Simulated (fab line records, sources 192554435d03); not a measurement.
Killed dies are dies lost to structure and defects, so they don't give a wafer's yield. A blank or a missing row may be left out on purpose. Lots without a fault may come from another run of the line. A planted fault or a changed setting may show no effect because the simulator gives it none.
fab line records | flow n5_finfet
record lots=24 wafers=72 last_day=19
route steps=1938 shown SD_ACTIVATION@331 HKMG_FIN@403
lots that met no fault: from a run of the same line without faults
start_h: hours from the record's first day to the start of the lot's first wafer shown | wait_h: hours since the lot's step before | " the same as in the row above | L1.1+2: a row that stands for several wafers | - no value, or no start given | * or withheld: withheld | < > ~ a bound
route shown NAME@n: a module of which the file shows steps, and the number in the route of the first | usual: mean/standard deviation of fault-free wafers | same: alike in all rows | chamber/n: place in a boat | sites: the reading at each site | _std_site: their standard deviation | _edge_site: outer sites' mean less inner sites' | radius_mm: how far each site lies from the wafer's centre | mask NAME#n: copy n | behind: the tool/chamber that last shaped the wafer | hold: why the lot was held/for how many hours/how that ended | device: the transistor (n, p or np) that didn't switch | end of line: the same wafers' tests at the end of the route | a step without rows: its recipe alone | killed: dies lost to structure and defects at the first sort, not the wafer's yield | map: a wafer's dies, x killed, . not, _ none there
set.NAME: the setting as run; set.NAME@STEP: as run at that earlier step | model.NAME: the simulator's own value behind a step, which no gauge read
steps of the route over a sample of lots; a table a step, a row a wafer
services: from which hour (start_h, from the record's first day; less than 0 if before it) a tool's chamber was out of use, for how many hours, and why
## steps
# step N5_SD_ACTIVATION_LSA_01
# recipe temp_c=1080 time_s=0.0008 ambient=N2
# usual wafer_temp_C_max=1084.5/0.91
# same time_s=0.0008
# columns lot.wafer tool chamber start_h wait_h wafer_temp_C_max
L074.1 laser_anneal-01 0 58.10 0.2 1086.7
L074.3 " 0 " " 1083.9
L074.5 " 0 " " 1083.5
L075.1 laser_anneal-02 0 65.41 0.2 1084.8
L075.3 " 0 " " 1083.7
L075.6 " 0 " " 1084.8
L076.2 laser_anneal-01 0 72.43 0.2 1084.2
L076.3 " 0 " " 1083.9
L076.5 " 0 " " 1083.8
L077.2 laser_anneal-02 0 76.42 0.2 1084.8
L077.4 " 0 " " 1083.2
L077.6 " 0 " " 1084.3
L078.1 laser_anneal-01 0 84.26 0.2 1085.5
L078.4 " 0 " " 1084.5
L078.6 " 0 " " 1085.1
L079.1 laser_anneal-02 0 90.71 0.2 1084.1
L079.2 " 0 " " 1084.5
L079.4 " 0 " " 1084.1
L080.1 laser_anneal-01 0 96.13 0.2 1083.9
L080.3 " 0 " " 1085.5
L080.4 " 0 " " 1083.7
L081.2 laser_anneal-02 0 98.49 0.2 1084.4
L081.4 " 0 " " 1085.2
L081.6 " 0 " " 1084.5
L082.1 laser_anneal-01 0 108.45 0.2 1084.6
L082.4 " 0 " " 1087.0
L082.6 " 0 " " 1082.9
L083.1 laser_anneal-02 0 115.28 0.2 1085.4
L083.2 " 0 " " 1084.2
L083.5 " 0 " " 1085.0
L084.2 laser_anneal-01 0 120.90 0.2 1084.6
L084.4 " 0 " " 1086.4
L084.5 " 0 " " 1084.6
L085.2 laser_anneal-02 0 126.42 0.2 1083.8
L085.4 " 0 " " 1084.7
L085.6 " 0 " " 1084.1
L086.2 laser_anneal-01 0 132.98 0.2 1085.3
L086.4 " 0 " " 1084.2
L086.5 " 0 " " 1085.1
L087.3 laser_anneal-02 0 136.80 0.2 1084.2
L087.4 " 0 " " 1082.7
L087.5 " 0 " " 1083.3
L088.1 laser_anneal-01 0 139.84 0.2 1084.4
L088.2 " 0 " " 1084.5
L088.5 " 0 " " 1084.7
L089.1 laser_anneal-02 0 146.89 0.2 1083.2
L089.2 " 0 " " 1085.2
L089.4 " 0 " " 1082.9
L090.1 laser_anneal-01 0 152.60 0.2 1084.2
L090.4 " 0 " " 1084.9
L090.6 " 0 " " 1083.6
L091.1 laser_anneal-02 0 159.06 0.2 1085.0
L091.2 " 0 " " 1083.6
L091.4 " 0 " " 1084.9
L092.2 laser_anneal-01 0 165.93 0.2 1083.4
L092.3 " 0 " " 1085.7
L092.5 " 0 " " 1083.5
L093.2 laser_anneal-01 0 172.46 0.2 1083.8
L093.4 " 0 " " 1085.8
L093.6 " 0 " " 1084.4
L094.3 laser_anneal-02 0 178.31 0.2 1085.6
L094.4 " 0 " " 1084.1
L094.5 " 0 " " 1083.9
L095.1 laser_anneal-02 0 182.15 0.2 1084.2
L095.3 " 0 " " 1083.9
L095.4 " 0 " " 1085.2
L096.1 laser_anneal-01 0 195.60 0.2 1085.2
L096.3 " 0 " " 1084.0
L096.4 " 0 " " 1083.8
L097.1 laser_anneal-02 0 196.20 0.2 1085.3
L097.3 " 0 " " 1083.6
L097.6 " 0 " " 1083.0
# step N5_SD_ACTIVATION_RS_MEAS_03
# recipe thk_meas_gauge=four-point-probe
# usual RS_SD_N=22.0/0.31 RS_SD_P=56.3/0.92
# columns lot.wafer tool chamber start_h wait_h RS_SD_N[ohm/sq] RS_SD_P[ohm/sq]
L074.1 film_metro-02 - 58.30 0.2 21.4 55.7
L074.3 " - " " 21.4 55.2
L074.5 " - " " 21.4 55.5
L075.1 film_metro-01 - 65.61 0.2 22.0 57.3
L075.3 " - " " 21.9 56.3
L075.6 " - " " 22.0 56.6
L076.2 film_metro-01 - 72.63 0.2 21.4 57.7
L076.3 " - " " 21.6 57.6
L076.5 " - " " 21.6 56.9
L077.2 film_metro-01 - 76.61 0.2 21.8 55.1
L077.4 " - " " 21.9 54.9
L077.6 " - " " 22.2 55.3
L078.1 film_metro-01 - 84.46 0.2 22.1 55.2
L078.4 " - " " 22.0 55.5
L078.6 " - " " 22.2 56.3
L079.1 film_metro-02 - 90.91 0.2 21.5 57.2
L079.2 " - " " 21.5 56.4
L079.4 " - " " 21.5 57.8
L080.1 film_metro-02 - 96.34 0.2 22.0 56.3
L080.3 " - " " 21.7 56.8
L080.4 " - " " 21.8 56.8
L081.2 film_metro-02 - 98.68 0.2 21.8 56.9
L081.4 " - " " 22.0 55.8
L081.6 " - " " 22.0 55.5
L082.1 film_metro-01 - 108.66 0.2 22.1 57.1
L082.4 " - " " 21.7 56.6
L082.6 " - " " 22.0 56.3
L083.1 film_metro-02 - 115.49 0.2 21.7 55.2
L083.2 " - " " 21.9 55.8
L083.5 " - " " 21.5 55.9
L084.2 film_metro-01 - 121.09 0.2 21.5 57.5
L084.4 " - " " 21.7 57.2
L084.5 " - " " 21.3 56.4
L085.2 film_metro-02 - 126.62 0.2 21.9 56.0
L085.4 " - " " 21.9 56.7
L085.6 " - " " 22.0 55.7
L086.2 film_metro-02 - 133.18 0.2 22.0 55.8
L086.4 " - " " 22.3 55.3
L086.5 " - " " 22.4 55.4
L087.3 film_metro-01 - 137.00 0.2 22.0 57.6
L087.4 " - " " 22.3 57.8
L087.5 " - " " 22.1 57.3
L088.1 film_metro-02 - 140.06 0.2 22.1 57.2
L088.2 " - " " 21.6 57.1
L088.5 " - " " 21.7 57.4
L089.1 film_metro-01 - 147.10 0.2 22.3 57.9
L089.2 " - " " 22.3 58.6
L089.4 " - " " 22.3 57.1
L090.1 film_metro-02 - 152.81 0.2 22.2 56.1
L090.4 " - " " 22.3 55.7
L090.6 " - " " 22.2 56.5
L091.1 film_metro-01 - 159.26 0.2 22.1 54.8
L091.2 " - " " 21.9 54.4
L091.4 " - " " 22.2 54.9
L092.2 film_metro-01 - 166.12 0.2 22.0 55.2
L092.3 " - " " 22.4 55.3
L092.5 " - " " 22.1 54.6
L093.2 film_metro-01 - 172.65 0.2 21.7 56.6
L093.4 " - " " 21.9 56.5
L093.6 " - " " 22.1 56.3
L094.3 film_metro-01 - 178.49 0.2 22.1 56.7
L094.4 " - " " 22.1 55.9
L094.5 " - " " 22.3 56.1
L095.1 film_metro-02 - 182.35 0.2 22.2 55.7
L095.3 " - " " 22.3 56.3
L095.4 " - " " 22.4 56.5
L096.1 film_metro-01 - 195.81 0.2 21.8 56.8
L096.3 " - " " 21.7 56.3
L096.4 " - " " 21.6 56.1
L097.1 film_metro-01 - 196.40 0.2 22.3 56.6
L097.3 " - " " 22.2 56.9
L097.6 " - " " 22.1 56.6
# step N5_HKMG_FIN_ETCH_55
# recipe chemistry=N2/H2 target=SOC target_depth_a=2400 temp_c=40 time_s=300 ion_energy_ev=200 mask_material=SiARC pressure_mtorr=30 source_w=840 bias_w=150 n2_flow_sccm=200 h2_flow_sccm=200
# usual drypump_motor_current_A=5.8/0.4 n2_flow_sccm=200.0/0.65 oes_product_au=0.83/0.11 rf_vpp_V=524/3.3 showerhead_plenum_p_Torr=2.55/0.11 temp_c=39.99/0.12 throttle_valve_pct=17.84/0.24
# same time_s=300
# columns lot.wafer tool chamber start_h wait_h drypump_motor_current_A n2_flow_sccm oes_product_au rf_hours_counter_h rf_vpp_V showerhead_plenum_p_Torr temp_c throttle_valve_pct
L074.1 rie_diel-01 2 71.40 0.0 5.1 200.9 0.70 237 523 2.49 39.71 17.71
L074.3 " 0 " " 5.6 199.5 0.67 238 525 2.51 40.09 18.14
L074.5 " 0 " " 5.7 199.1 0.67 - 523 2.51 39.93 18.15
L075.1 rie_diel-03 3 79.61 0.0 6.5 200.6 0.74 150 523 2.52 39.83 17.46
L075.3 " 0 " " 5.7 199.0 0.71 232 520 2.41 40.01 17.82
L075.6 " 1 " " 5.5 199.6 0.95 - 528 2.73 40.03 17.92
L076.2 rie_diel-03 2 85.32 0.0 5.7 200.4 0.70 197 519 2.44 40.04 18.10
L076.3 " 0 " " 5.6 200.0 0.70 233 520 2.40 39.93 17.83
L076.5 " 3 " " 6.4 200.0 0.74 - 525 2.52 40.05 17.46
L077.2 rie_diel-01 0 89.72 0.0 5.7 200.0 0.66 245 522 2.51 39.83 18.14
L077.4 " 0 " " 5.7 199.6 0.67 - 523 2.51 40.01 18.17
L077.6 " 2 " " 5.1 200.4 0.70 - 523 2.49 40.12 17.71
L078.1 rie_diel-03 3 97.41 0.0 6.4 199.4 0.73 156 525 2.52 39.98 17.46
L078.4 " 0 " " 5.6 200.4 0.70 237 521 2.40 40.04 17.83
L078.6 " 0 " " 5.6 201.4 0.69 - 520 2.40 40.01 17.83
L079.1 rie_diel-05 1 104.48 0.0 5.6 200.0 0.67 242 523 2.51 40.03 18.20
L079.2 " 0 " " 5.5 199.6 0.81 90 518 2.37 40.24 18.20
L079.4 " 3 " " 5.5 199.2 0.72 213 526 2.63 40.23 18.03
L080.1 rie_diel-01 3 109.66 0.0 6.5 201.3 0.99 4 529 2.71 40.04 17.80
L080.3 " 1 " " 5.8 198.6 0.95 30 523 2.51 39.97 17.79
L080.4 " 1 " " 5.8 199.6 0.95 - 523 2.51 40.19 17.80
L081.2 rie_diel-05 3 112.77 0.0 5.5 200.1 0.72 215 525 2.63 40.06 18.03
L081.4 " 0 " " 5.5 198.8 0.81 92 519 2.37 40.08 18.18
L081.6 " 2 " " 5.6 199.4 0.89 - 529 2.68 40.14 17.58
L082.1 rie_diel-01 0 122.19 0.0 5.6 200.5 0.96 0 523 2.50 40.01 17.75
L082.4 " 0 " " 5.6 200.3 0.96 - 524 2.50 40.02 17.73
L082.6 " 3 " " 6.5 200.8 0.95 - 528 2.70 39.93 17.83
L083.1 rie_diel-01 0 128.58 0.0 5.7 199.8 0.94 3 522 2.50 39.94 17.76
L083.2 " 1 " " 5.8 199.4 0.93 39 522 2.50 39.79 17.83
L083.5 " 3 " " 6.5 199.5 0.94 - 528 2.70 40.05 17.85
L084.2 rie_diel-01 3 134.32 0.0 6.5 200.3 0.94 14 529 2.70 39.79 17.84
L084.4 " 1 " " 5.8 200.7 0.92 - 523 2.50 39.82 17.83
L084.5 " 0 " " 5.6 200.6 0.93 - 522 2.50 39.93 17.75
L085.2 rie_diel-03 3 140.65 0.0 6.4 199.4 0.73 171 524 2.51 40.05 17.48
L085.4 " 1 " " 5.5 200.5 0.90 - 528 2.72 40.02 17.96
L085.6 " 3 " " 6.4 199.4 0.74 - 524 2.51 39.85 17.49
L086.2 rie_diel-03 2 147.04 0.0 5.6 199.9 0.68 219 520 2.43 39.80 18.13
L086.4 " 2 " " 5.6 200.2 0.68 - 520 2.43 40.05 18.14
L086.5 " 1 " " 5.5 199.9 0.90 - 528 2.72 39.89 17.96
L087.3 rie_diel-01 3 149.92 0.0 6.5 200.4 0.92 21 529 2.70 40.03 17.85
L087.4 " 1 " " 5.8 200.5 0.92 46 523 2.50 40.12 17.84
L087.5 " 0 " " 5.7 200.4 0.91 - 523 2.50 40.22 17.75
L088.1 rie_diel-03 2 152.85 0.0 5.7 199.7 0.69 221 520 2.43 39.93 18.17
L088.2 " 3 " " 6.4 200.2 0.73 176 523 2.51 40.07 17.51
L088.5 " 2 " " 5.7 199.1 0.69 - 521 2.43 39.89 18.14
L089.1 rie_diel-03 2 160.40 0.0 5.7 199.9 0.68 225 520 2.42 40.12 18.15
L089.2 " 3 " " 6.4 199.3 0.73 179 524 2.51 39.98 17.51
L089.4 " 2 " " 5.7 200.2 0.69 - 520 2.42 40.12 18.16
L090.1 rie_diel-03 1 166.00 0.1 5.4 199.9 0.90 46 527 2.72 40.13 17.99
L090.4 " 3 " " 6.4 199.9 0.73 - 523 2.51 39.95 17.49
L090.6 " 1 " " 5.5 200.3 0.89 - 529 2.72 40.18 17.98
L091.1 rie_diel-01 3 172.40 0.0 6.5 200.2 0.92 29 528 2.70 39.82 17.88
L091.2 " 2 " " 5.1 201.5 0.95 13 522 2.48 40.10 17.32
L091.4 " 1 " " 5.8 201.3 0.91 56 522 2.50 40.14 17.85
L092.2 rie_diel-05 0 179.55 0.0 5.6 198.5 0.78 117 517 2.36 40.11 18.25
L092.3 " 3 " " 5.5 200.8 0.69 238 526 2.62 40.08 18.07
L092.5 " 0 " " 5.6 200.1 0.78 - 517 2.36 39.97 18.24
L093.2 rie_diel-01 1 185.36 0.0 5.8 201.4 0.89 60 521 2.49 40.01 17.86
L093.4 " 0 " " 5.7 200.0 0.88 24 522 2.49 40.00 17.78
L093.6 " 0 " " 5.6 200.1 0.89 - 522 2.49 39.86 17.78
L094.3 rie_diel-03 0 192.57 0.0 5.7 199.0 0.96 4 528 2.72 40.00 17.51
L094.4 " 1 " " 5.4 199.9 0.88 57 527 2.71 39.96 18.00
L094.5 " 2 " " 5.7 200.8 0.67 - 520 2.42 40.00 18.15
L095.1 rie_diel-05 2 196.33 0.0 5.6 200.6 0.84 60 528 2.67 40.11 17.64
L095.3 " 3 " " 5.5 200.2 0.70 245 526 2.62 39.69 18.09
L095.4 " 2 " " 5.6 201.1 0.85 - 528 2.67 39.92 17.64
L096.1 rie_diel-03 0 208.79 0.0 5.7 200.0 0.94 9 530 2.71 40.01 17.51
L096.3 " 3 " " 6.4 198.8 0.71 199 523 2.50 40.09 17.54
L096.4 " 3 " " 6.4 199.1 0.71 - 524 2.50 40.16 17.54
L097.1 rie_diel-05 2 210.21 0.0 5.6 199.8 0.83 65 528 2.67 40.26 17.64
L097.3 " 1 " " 5.6 199.9 0.89 23 525 2.50 39.71 17.78
L097.6 " 0 " " 5.5 199.8 0.77 - 517 2.36 39.96 18.26
# step N5_HKMG_FIN_PWFM_ALD_03
# recipe material=TiN target_thk_a=20 temp_c=400 ald_precursor_family=TiCl4 ald_co_reactant=NH3 pulse_time_s=1 purge_time_s=3 co_reactant_purge_time_s=2 co_reactant_pulse_time_s=2 ald_cycles=91 pressure_torr=3
# usual heater_power_outer_w=557/51 heater_power_w=909/76 precursor_pulse_height_rel=1.003/0.017
# columns lot.wafer tool chamber start_h wait_h heater_power_outer_w heater_power_w precursor_pulse_height_rel
L074.1 ald_metal-01 0 73.77 0.0 596 1027 0.986
L074.3 " 2 " " 570 970 1.017
L074.5 " 3 " " 551 840 1.026
L075.1 ald_metal-01 3 82.01 0.0 571 833 1.004
L075.3 " 2 " " 573 977 0.983
L075.6 " 2 " " 572 977 1.034
L076.2 ald_metal-01 2 87.96 0.0 571 989 1.017
L076.3 " 1 " " 561 918 1.036
L076.5 " 2 " " 578 985 0.996
L077.2 ald_metal-01 0 92.15 0.0 627 1027 1.002
L077.4 " 3 " " 575 836 1.010
L077.6 " 0 " " 617 1027 1.013
L078.1 ald_metal-01 0 99.77 0.0 617 1019 1.018
L078.4 " 1 " " 567 914 0.985
L078.6 " 3 " " 563 839 1.002
L079.1 ald_metal-01 3 106.88 0.0 564 832 1.001
L079.2 " 0 " " 604 1010 0.984
L079.4 " 3 " " 563 830 0.995
L080.1 ald_metal-04 1 112.01 0.0 574 981 0.982
L080.3 " 0 " " 560 893 0.997
L080.4 " 3 " " 463 805 0.979
L081.2 ald_metal-03 2 115.17 0.0 663 936 1.012
L081.4 " 3 " " 534 851 1.006
L081.6 " 1 " " 557 944 1.035
L082.1 ald_metal-03 2 124.55 0.0 640 954 0.987
L082.4 " 1 " " 552 961 1.012
L082.6 " 1 " " 553 951 1.000
L083.1 ald_metal-01 0 130.99 0.0 618 1020 0.995
L083.2 " 1 " " 579 914 0.986
L083.5 " 0 " " 618 1013 0.965
L084.2 ald_metal-04 2 136.82 0.0 554 905 1.035
L084.4 " 1 " " 605 954 0.999
L084.5 " 0 " " 521 895 0.997
L085.2 ald_metal-01 1 143.16 0.0 553 956 1.002
L085.4 " 3 " " 553 806 0.996
L085.6 " 0 " " 608 1008 0.994
L086.2 ald_metal-04 1 149.61 0.0 592 980 0.997
L086.4 " 0 " " 534 892 0.999
L086.5 " 0 " " 548 902 1.017
L087.3 ald_metal-01 2 152.37 0.0 575 962 1.023
L087.4 " 2 " " 588 985 1.035
L087.5 " 0 " " 604 1018 1.036
L088.1 ald_metal-04 0 155.49 0.0 543 866 0.998
L088.2 " 2 " " 554 901 0.994
L088.5 " 0 " " 552 887 0.976
L089.1 ald_metal-04 1 162.85 0.0 592 966 0.970
L089.2 " 3 " " 468 788 0.998
L089.4 " 0 " " 537 883 0.998
L090.1 ald_metal-03 0 168.92 0.0 436 750 0.995
L090.4 " 2 " " 641 959 1.009
L090.6 " 2 " " 652 961 1.006
L091.1 ald_metal-04 3 175.15 0.0 454 781 1.014
L091.2 " 0 " " 536 906 0.995
L091.4 " 2 " " 556 884 1.032
L092.2 ald_metal-04 0 181.92 0.0 541 917 0.980
L092.3 " 1 " " 593 977 1.026
L092.5 " 3 " " 461 792 1.011
L093.2 ald_metal-04 2 187.76 0.0 553 889 0.984
L093.4 " 0 " " 529 895 0.983
L093.6 " 0 " " 541 870 1.018
L094.3 ald_metal-04 1 194.97 0.0 600 968 1.036
L094.4 " 2 " " 548 905 1.032
L094.5 " 1 " " 585 1010 1.011
L095.1 ald_metal-03 1 198.75 0.0 559 965 0.998
L095.3 " 0 " " 433 769 0.991
L095.4 " 2 " " 652 946 1.017
L096.1 ald_metal-01 3 211.15 0.0 562 845 0.995
L096.3 " 1 " " 568 953 1.035
L096.4 " 2 " " 580 959 0.996
L097.1 ald_metal-03 3 212.62 0.0 523 865 1.016
L097.3 " 1 " " 541 957 0.982
L097.6 " 2 " " 650 948 1.010
# step N5_HKMG_FIN_ETCH_86
# recipe chemistry=N2/H2 target=SOC target_depth_a=3932 stop_on=TiN ion_energy_ev=100 bias_w=61 pressure_mtorr=30 source_w=850 n2_flow_sccm=200 h2_flow_sccm=200
# usual drypump_motor_current_A=5.7/0.41 n2_flow_sccm=200.0/0.65 oes_product_au=0.81/0.1 rf_vpp_V=240.6/1.8 showerhead_plenum_p_Torr=2.54/0.11 throttle_valve_pct=17.82/0.26
# columns lot.wafer tool chamber start_h wait_h drypump_motor_current_A n2_flow_sccm oes_product_au rf_hours_counter_h rf_vpp_V showerhead_plenum_p_Torr throttle_valve_pct
L074.1 rie_diel-01 1 76.00 - 5.8 200.4 0.94 17 238.6 2.51 17.75
L074.3 " 0 " " 5.6 199.6 0.68 240 240.5 2.51 18.14
L074.5 " 2 " " 5.1 200.4 0.69 - 241.0 2.49 17.68
L075.1 rie_diel-03 0 84.30 - 5.6 199.2 0.70 233 238.5 2.40 17.80
L075.3 " 3 " " 6.4 198.3 0.73 151 239.5 2.52 17.44
L075.6 " 2 " " 5.7 199.1 0.71 - 239.7 2.44 18.09
L076.2 rie_diel-05 2 90.20 - 5.7 201.0 0.90 21 243.4 2.68 17.56
L076.3 " 0 " " 5.5 198.6 0.82 86 237.9 2.38 18.18
L076.5 " 2 " " 5.6 199.7 0.90 - 243.7 2.68 17.53
L077.2 rie_diel-01 2 94.31 - 5.1 199.9 0.68 245 239.3 2.49 17.70
L077.4 " 2 " " 5.1 199.7 0.68 - 239.1 2.49 17.70
L077.6 " 1 " " 5.8 200.1 0.93 - 240.4 2.51 17.77
L078.1 rie_diel-01 3 102.08 - 6.5 199.8 0.98 1 242.9 2.71 17.81
L078.4 " 0 " " 5.6 201.0 0.68 249 239.3 2.50 18.15
L078.6 " 1 " " 5.8 199.6 0.92 - 239.6 2.51 17.77
L079.1 rie_diel-01 2 109.02 - 5.1 200.5 0.67 251 239.0 2.48 17.71
L079.2 " 1 " " 5.9 200.3 0.92 29 239.4 2.51 17.78
L079.4 " 3 " " 6.4 199.6 0.95 - 244.3 2.71 17.79
L080.1 rie_diel-03 2 114.13 - 5.7 201.4 0.70 206 240.3 2.43 18.11
L080.3 " 1 " " 5.5 199.6 0.90 24 242.1 2.73 17.92
L080.4 " 3 " " 6.4 200.8 0.73 161 241.7 2.52 17.46
L081.2 rie_diel-01 1 117.41 - 5.8 199.7 0.91 33 238.8 2.51 17.80
L081.4 " 3 " " 6.6 200.6 0.93 - 242.1 2.71 17.80
L081.6 " 2 " " 5.1 200.0 0.67 - 240.5 2.48 17.71
L082.1 rie_diel-01 3 126.80 - 6.5 200.0 0.92 12 242.3 2.70 17.83
L082.4 " 0 " " 5.7 200.5 0.94 - 240.7 2.50 17.72
L082.6 " 3 " " 6.5 199.2 0.92 - 242.3 2.70 17.81
L083.1 rie_diel-03 1 133.15 - 5.5 200.0 0.89 30 242.7 2.72 17.91
L083.2 " 3 " " 6.5 199.4 0.72 167 242.1 2.52 17.47
L083.5 " 0 " " 5.6 200.1 0.69 - 239.5 2.40 17.84
L084.2 rie_diel-03 1 139.15 - 5.5 200.6 0.88 33 243.4 2.72 17.94
L084.4 " 3 " " 6.5 199.7 0.72 - 240.5 2.51 17.47
L084.5 " 2 " " 5.7 199.7 0.70 - 238.8 2.43 18.11
L085.2 rie_diel-01 2 145.43 - 5.1 200.7 0.96 2 240.7 2.48 17.27
L085.4 " 1 " " 5.8 199.4 0.89 45 240.4 2.50 17.80
L085.6 " 3 " " 6.5 200.9 0.90 - 242.7 2.70 17.83
L086.2 rie_diel-05 3 152.07 - 5.5 199.5 0.69 230 241.4 2.63 18.04
L086.4 " 3 " " 5.5 200.4 0.69 - 240.4 2.63 18.03
L086.5 " 2 " " 5.7 201.1 0.87 - 242.1 2.67 17.57
L087.3 rie_diel-03 3 155.34 - 6.4 200.1 0.71 177 240.8 2.51 17.47
L087.4 " 3 " " 6.4 199.7 0.72 - 241.1 2.51 17.48
L087.5 " 2 " " 5.6 198.8 0.69 - 239.1 2.42 18.12
L088.1 rie_diel-01 0 157.60 - 5.6 200.8 0.91 15 241.8 2.50 17.74
L088.2 " 3 " " 6.5 198.6 0.89 24 243.5 2.70 17.84
L088.5 " 1 " " 5.8 200.4 0.88 - 238.8 2.50 17.80
L089.1 rie_diel-01 0 165.02 - 5.6 198.9 0.89 18 239.9 2.50 17.75
L089.2 " 1 " " 5.8 200.8 0.88 53 240.4 2.50 17.81
L089.4 " 3 " " 6.5 198.0 0.89 27 243.9 2.70 17.84
L090.1 rie_diel-03 1 171.68 - 5.5 201.0 0.86 49 242.0 2.72 17.94
L090.4 " 3 " " 6.5 200.0 0.70 - 239.7 2.51 17.50
L090.6 " 2 " " 5.6 200.5 0.68 - 238.6 2.42 18.13
L091.1 rie_diel-05 1 177.40 - 5.6 199.9 0.94 8 239.5 2.50 17.74
L091.2 " 3 " " 5.5 198.6 0.68 237 240.6 2.62 18.04
L091.4 " 2 " " 5.7 199.9 0.85 52 242.5 2.67 17.60
L092.2 rie_diel-05 2 184.16 - 5.7 200.0 0.84 55 243.1 2.67 17.60
L092.3 " 3 " " 5.5 200.7 0.68 240 241.1 2.62 18.04
L092.5 " 0 " " 5.6 199.9 0.78 - 237.6 2.36 18.22
L093.2 rie_diel-05 2 189.88 - 5.6 199.7 0.85 56 242.3 2.67 17.60
L093.4 " 1 " " 5.6 200.2 0.92 13 239.2 2.50 17.74
L093.6 " 3 " " 5.5 200.0 0.68 - 241.7 2.62 18.07
L094.3 rie_diel-03 3 197.40 - 6.4 199.5 0.70 196 240.4 2.50 17.51
L094.4 " 2 " " 5.7 199.0 0.68 238 238.1 2.42 18.17
L094.5 " 0 " " 5.7 199.7 0.95 - 242.7 2.71 17.49
L095.1 rie_diel-03 0 200.86 - 5.7 200.0 0.94 7 244.2 2.71 17.49
L095.3 " 1 " " 5.5 199.9 0.85 60 243.4 2.71 17.98
L095.4 " 3 " " 6.4 198.3 0.69 196 239.8 2.50 17.50
L096.1 rie_diel-05 2 213.59 - 5.6 200.1 0.84 67 243.7 2.66 17.62
L096.3 " 1 " " 5.5 199.8 0.89 24 240.5 2.50 17.76
L096.4 " 1 " " 5.6 201.1 0.88 - 240.1 2.50 17.75
L097.1 rie_diel-01 2 215.12 - 5.1 200.8 0.90 20 238.9 2.47 17.30
L097.3 " 1 " " 5.9 200.6 0.85 72 240.6 2.49 17.85
L097.6 " 2 " " 5.1 200.0 0.90 - 242.3 2.47 17.29
# step N5_HKMG_FIN_NWFM_ALD_20
# recipe material=TiAlC target_thk_a=20 temp_c=300 ald_precursor_family=TiCl4 ald_co_reactant=TEA pulse_time_s=3 purge_time_s=2 co_reactant_purge_time_s=2 co_reactant_pulse_time_s=10 ald_cycles=7 pressure_torr=3
# usual heater_power_outer_w=279/29 heater_power_w=504/43 precursor_pulse_height_rel=1.001/0.021
# columns lot.wafer tool chamber start_h wait_h heater_power_outer_w heater_power_w precursor_pulse_height_rel
L074.1 ald_metal-04 1 76.64 0.3 296 532 0.967
L074.3 " 3 " " 236 443 0.990
L074.5 " 3 " " 234 431 1.014
L075.1 ald_metal-03 2 85.00 0.3 323 527 1.012
L075.3 " 3 " " 274 487 0.997
L075.6 " 1 " " 286 519 1.010
L076.2 ald_metal-04 2 90.84 0.3 280 505 0.989
L076.3 " 1 " " 295 543 1.009
L076.5 " 2 " " 278 518 1.000
L077.2 ald_metal-03 1 94.95 0.3 289 531 1.022
L077.4 " 2 " " 328 525 0.980
L077.6 " 0 " " 228 424 0.971
L078.1 ald_metal-04 0 102.71 0.3 283 505 1.029
L078.4 " 3 " " 228 438 0.998
L078.6 " 3 " " 235 440 0.998
L079.1 ald_metal-01 3 109.65 0.3 290 466 0.975
L079.2 " 2 " " 297 557 0.951
L079.4 " 0 " " 316 578 1.048
L080.1 ald_metal-01 0 114.76 0.3 302 549 1.024
L080.3 " 3 " " 284 479 0.984
L080.4 " 0 " " 320 579 1.002
L081.2 ald_metal-03 1 118.05 0.3 285 518 0.998
L081.4 " 3 " " 269 501 1.000
L081.6 " 1 " " 281 542 0.979
L082.1 ald_metal-01 2 127.43 0.3 296 549 1.051
L082.4 " 3 " " 289 464 0.988
L082.6 " 0 " " 322 564 0.983
L083.1 ald_metal-01 0 133.78 0.3 307 575 0.953
L083.2 " 1 " " 286 531 1.002
L083.5 " 3 " " 290 463 0.982
L084.2 ald_metal-03 0 139.79 0.3 230 436 0.984
L084.4 " 2 " " 325 535 1.035
L084.5 " 3 " " 267 495 1.021
L085.2 ald_metal-04 1 146.12 0.3 287 542 0.981
L085.4 " 0 " " 279 501 0.972
L085.6 " 1 " " 301 539 1.041
L086.2 ald_metal-04 0 152.70 0.3 281 507 1.012
L086.4 " 2 " " 279 504 1.012
L086.5 " 0 " " 279 511 1.000
L087.3 ald_metal-01 0 155.97 0.1 314 561 1.010
L087.4 " 2 " " 293 538 0.988
L087.5 " 0 " " 308 565 1.033
L088.1 ald_metal-04 2 158.24 0.3 279 499 0.981
L088.2 " 1 " " 288 539 1.013
L088.5 " 1 " " 300 532 0.995
L089.1 ald_metal-03 3 165.74 0.3 259 480 0.994
L089.2 " 1 " " 282 546 1.004
L089.4 " 0 " " 225 427 1.007
L090.1 ald_metal-04 0 172.32 0.3 278 504 0.979
L090.4 " 2 " " 283 502 1.000
L090.6 " 2 " " 283 500 1.009
L091.1 ald_metal-04 0 178.04 0.3 272 495 0.978
L091.2 " 3 " " 235 448 0.982
L091.4 " 1 " " 299 539 1.013
L092.2 ald_metal-03 0 184.80 0.3 230 431 1.020
L092.3 " 2 " " 330 524 0.995
L092.5 " 0 " " 227 423 0.977
L093.2 ald_metal-03 0 190.52 0.3 221 431 0.998
L093.4 " 1 " " 280 522 0.991
L093.6 " 0 " " 229 420 1.014
L094.3 ald_metal-04 1 198.05 0.1 300 538 0.979
L094.4 " 3 " " 237 443 0.977
L094.5 " 0 " " 274 508 0.998
L095.1 ald_metal-03 0 201.50 0.3 230 429 0.986
L095.3 " 2 " " 330 533 0.991
L095.4 " 1 " " 275 533 0.954
L096.1 ald_metal-04 1 214.23 0.3 303 531 0.969
L096.3 " 2 " " 280 491 1.018
L096.4 " 3 " " 229 448 0.976
L097.1 ald_metal-01 3 215.76 0.3 289 464 0.992
L097.3 " 1 " " 286 531 1.004
L097.6 " 3 " " 296 473 0.996
## services
# columns tool chamber start_h hours kind
rie_diel-05 - 44.27 2.8 pm
ald_metal-04 - 49.36 1.4 repair
rie_diel-03 2 54.26 1.3 repair
rie_diel-01 2 61.20 4.2 repair
laser_anneal-02 - 67.20 0.8 repair
ald_metal-03 - 72.67 2.8 pm
rie_diel-01 3 80.59 - clean
rie_diel-01 3 80.59 - consumable_replace:focus_ring
rie_diel-01 3 80.59 - consumable_replace:showerhead
rie_diel-01 3 80.59 19.0 scheduled_down
rie_diel-01 3 80.59 19.0 vent_cycle
ald_metal-01 0 81.21 10.6 repair
rie_diel-01 0 102.87 - clean
ald_metal-01 1 105.97 13.8 repair
rie_diel-03 2 165.53 5.8 repair
ald_metal-01 0 166.99 8.8 repair
laser_anneal-02 - 169.99 3.2 pm
ald_metal-01 - 177.04 14.6 pm
laser_anneal-01 - 179.67 10.8 pm
rie_diel-05 0 191.10 10.4 repair
rie_diel-01 2 193.46 18.9 repair
rie_diel-03 2 206.92 7.6 repair
laser_anneal-01 - 207.09 2.3 repair
laser_anneal-01 - 214.43 2.7 pm
## key
fault none
